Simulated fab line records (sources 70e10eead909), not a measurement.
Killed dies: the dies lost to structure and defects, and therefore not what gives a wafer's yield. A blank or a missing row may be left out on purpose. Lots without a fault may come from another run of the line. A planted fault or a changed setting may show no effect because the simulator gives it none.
Which tool is to blame? | flow nand harc | 24 lots, 72 wafers sampled, at 4 steps of a route of 1302

== WHAT EACH GAUGE READ, for each wafer ==
NHARC_P_BONDPAD_THK_MEAS_20: measures by xrf.
lot  | measured     | on            | thk nm (nm)
L074 | day 6 13:56  | film metro-02 | 159.0 159.8 158.6
L075 | day 7 03:04  | film metro-02 | 161.2 160.7 161.7
L076 | day 7 08:26  | film metro-01 | 160.8 162.4 162.1
L077 | day 7 19:07  | film metro-02 | 163.5 162.3 160.9
L082 | day 10 20:36 | film metro-02 | 157.6 160.9 159.9
L081 | day 10 21:46 | film metro-02 | 161.0 160.8 157.4
L078 | day 10 22:05 | film metro-01 | 161.7 161.4 161.6
L083 | day 11 03:22 | film metro-01 | 159.1 160.4 160.7
L084 | day 11 05:30 | film metro-01 | 161.4 163.3 158.7
L080 | day 11 06:25 | film metro-01 | 159.8 160.1 159.7
L079 | day 11 11:25 | film metro-02 | 161.0 160.1 160.9
L085 | day 11 12:50 | film metro-01 | 159.8 160.2 160.7
L086 | day 11 16:10 | film metro-02 | 161.0 162.4 163.9
L087 | day 12 14:05 | film metro-02 | 160.9 162.6 160.1
L088 | day 12 15:44 | film metro-02 | 161.1 159.5 161.3
L089 | day 12 18:44 | film metro-02 | 159.5 161.5 159.7
L090 | day 13 07:18 | film metro-01 | 160.8 160.3 160.7
L091 | day 13 14:10 | film metro-02 | 159.3 159.5 161.1
L092 | day 14 08:23 | film metro-02 | 160.5 161.5 160.1
L093 | day 14 10:31 | film metro-01 | 159.7 158.8 161.0
L094 | day 14 21:34 | film metro-01 | 159.9 158.3 158.8
L095 | day 15 18:13 | film metro-02 | 163.3 160.6 160.0
L096 | day 16 00:04 | film metro-02 | 161.3 161.3 160.1
L097 | day 16 04:55 | film metro-02 | 158.8 161.9 162.2

NHARC_P_BONDPAD_INSPECT_23.
lot  | measured     | on                | raw defect count
L074 | day 6 14:09  | defect inspect-02 | 506 451 311
L075 | day 7 03:17  | defect inspect-02 | 268 395 336
L076 | day 7 08:40  | defect inspect-01 | 190 246 348
L077 | day 7 19:20  | defect inspect-02 | 327 361 345
L082 | day 10 20:49 | defect inspect-01 | 494 385 257
L081 | day 10 21:59 | defect inspect-02 | 445 454 542
L078 | day 10 22:17 | defect inspect-02 | 352 304 224
L083 | day 11 03:34 | defect inspect-02 | 237 411 280
L084 | day 11 05:42 | defect inspect-01 | 224 258 326
L080 | day 11 06:38 | defect inspect-02 | 448 368 614
L079 | day 11 11:38 | defect inspect-01 | 179 302 233
L085 | day 11 13:02 | defect inspect-01 | 223 245 227
L086 | day 11 16:24 | defect inspect-02 | 373 611 574
L087 | day 12 14:17 | defect inspect-01 | 603 616 512
L088 | day 12 15:59 | defect inspect-01 | 295 309 222
L089 | day 12 18:56 | defect inspect-01 | 361 350 309
L090 | day 13 07:30 | defect inspect-01 | 250 261 265
L091 | day 13 14:22 | defect inspect-01 | 246 451 361
L092 | day 14 08:38 | defect inspect-01 | 447 227 607
L093 | day 14 10:45 | defect inspect-02 | 584 445 298
L094 | day 14 21:46 | defect inspect-01 | 173 158 163
L095 | day 15 18:26 | defect inspect-02 | 246 621 218
L096 | day 16 00:17 | defect inspect-01 | 332 337 324
L097 | day 16 05:07 | defect inspect-01 | 379 253 343

NHARC_A_ZERO_WELL_INSPECT_17.
lot  | measured     | on                | raw defect count
L074 | day 6 16:55  | defect inspect-01 | 12 9 5
L075 | day 7 05:56  | defect inspect-02 | 10 14 9
L076 | day 7 11:37  | defect inspect-01 | 9 3 9
L077 | day 7 22:01  | defect inspect-02 | 7 7 8
L082 | day 10 23:37 | defect inspect-01 | 7 6 3
L081 | day 11 00:47 | defect inspect-02 | 9 11 15
L078 | day 11 01:07 | defect inspect-02 | 5 8 3
L083 | day 11 06:14 | defect inspect-02 | 11 17 15
L084 | day 11 08:29 | defect inspect-01 | 32 9 19
L080 | day 11 09:24 | defect inspect-02 | 13 10 13
L079 | day 11 14:31 | defect inspect-02 | 24 18 9
L085 | day 11 15:52 | defect inspect-02 | 9 18 19
L086 | day 11 19:10 | defect inspect-02 | 5 7 4
L087 | day 12 17:03 | defect inspect-01 | 19 11 6
L088 | day 12 18:47 | defect inspect-02 | 17 29 10
L089 | day 12 21:50 | defect inspect-02 | 5 1 8
L090 | day 13 10:16 | defect inspect-02 | 14 5 15
L091 | day 13 17:08 | defect inspect-01 | 17 11 17
L092 | day 14 11:22 | defect inspect-01 | 16 18 6
L093 | day 14 13:29 | defect inspect-01 | 2 3 11
L094 | day 15 00:31 | defect inspect-01 | 11 8 7
L095 | day 15 21:26 | defect inspect-01 | 8 9 19
L096 | day 16 02:56 | defect inspect-02 | 24 16 18
L097 | day 16 07:46 | defect inspect-02 | 16 10 10

NHARC_A_CHANNEL_HOLE_D1_CD_MEAS_30.
lot  | measured     | on        | cd nm (nm)
L074 | day 8 21:20  | cd sem-03 | 88.3 89.2 90.6
L075 | day 9 05:59  | cd sem-02 | 90.8 89.3 89.1
L076 | day 9 09:52  | cd sem-03 | 90.3 89.4 89.7
L077 | day 9 20:28  | cd sem-01 | 88.6 89.4 87.7
L082 | day 13 02:28 | cd sem-03 | 89.2 89.5 89.4
L081 | day 13 01:49 | cd sem-02 | 89.0 88.4 89.7
L078 | day 12 21:50 | cd sem-03 | 89.1 90.2 89.5
L083 | day 13 09:46 | cd sem-01 | 88.5 88.8 90.1
L084 | day 13 06:05 | cd sem-01 | 88.9 92.6 90.3
L080 | day 13 14:25 | cd sem-01 | 89.3 88.7 90.0
L079 | day 13 17:46 | cd sem-03 | 89.2 89.2 90.3
L085 | day 13 22:46 | cd sem-02 | 88.0 88.3 88.0
L086 | day 14 02:02 | cd sem-03 | 89.0 90.5 89.1
L087 | day 14 18:02 | cd sem-03 | 89.9 88.7 89.8
L088 | day 15 00:24 | cd sem-01 | 90.6 90.5 90.6
L089 | day 14 20:19 | cd sem-01 | 89.5 89.7 87.1
L090 | day 15 08:42 | cd sem-01 | 90.5 89.0 89.9
L091 | day 15 09:14 | cd sem-03 | 89.0 90.5 88.5
L092 | day 16 13:29 | cd sem-02 | 89.5 88.3 90.6
L093 | day 16 09:16 | cd sem-01 | 89.9 90.1 91.4
L094 | day 17 00:20 | cd sem-03 | 87.0 89.0 89.0
L095 | day 18 01:37 | cd sem-01 | 90.9 91.1 88.2
L096 | day 18 04:28 | cd sem-01 | 89.7 89.9 90.4
L097 | day 19 06:08 | cd sem-03 | 91.0 88.6 89.6

== WHAT TOOL EACH LOT RAN ON (gives the tool, then ch and the chambers of the sampled wafers, and finally the start) ==
Record: no process step prior to these readings.

== AS READ BY THE TOOLS THEMSELVES (means over the sampled wafers that have a number; for cases with no such wafer, the mark the record gives instead) ==
The record holds no such reading with a usual standard deviation.

== THE ANSWER, worked out from the rows above alone ==
Rule: what is usual is taken from the lots themselves. The widest of any qualifying gaps counts: lots, ordered by their means at a reading, are off when they make up no more than a third of the lots, leave a main group of 4 or more, and stand apart from it by 3 or more times the standard deviation of that group's means. A main group is skipped when, at the precision printed for the reading in the tables above, its means are all equal. A lot without any number at a reading at which 4 lots or more have one is off too. Where the step has rows for the other lots, those lots are counted as sound. After the gauges, taken in route order, come the tools' own readings; for these a lot's mean is taken, as printed above. At the first step where some lot is off, the reading lying furthest off is the one used; lots without a number count as furthest.
No lot is off on any of the readings shown, so nothing can be concluded from this.

== WHAT HAD BEEN PUT IN BY THE SIMULATOR ==
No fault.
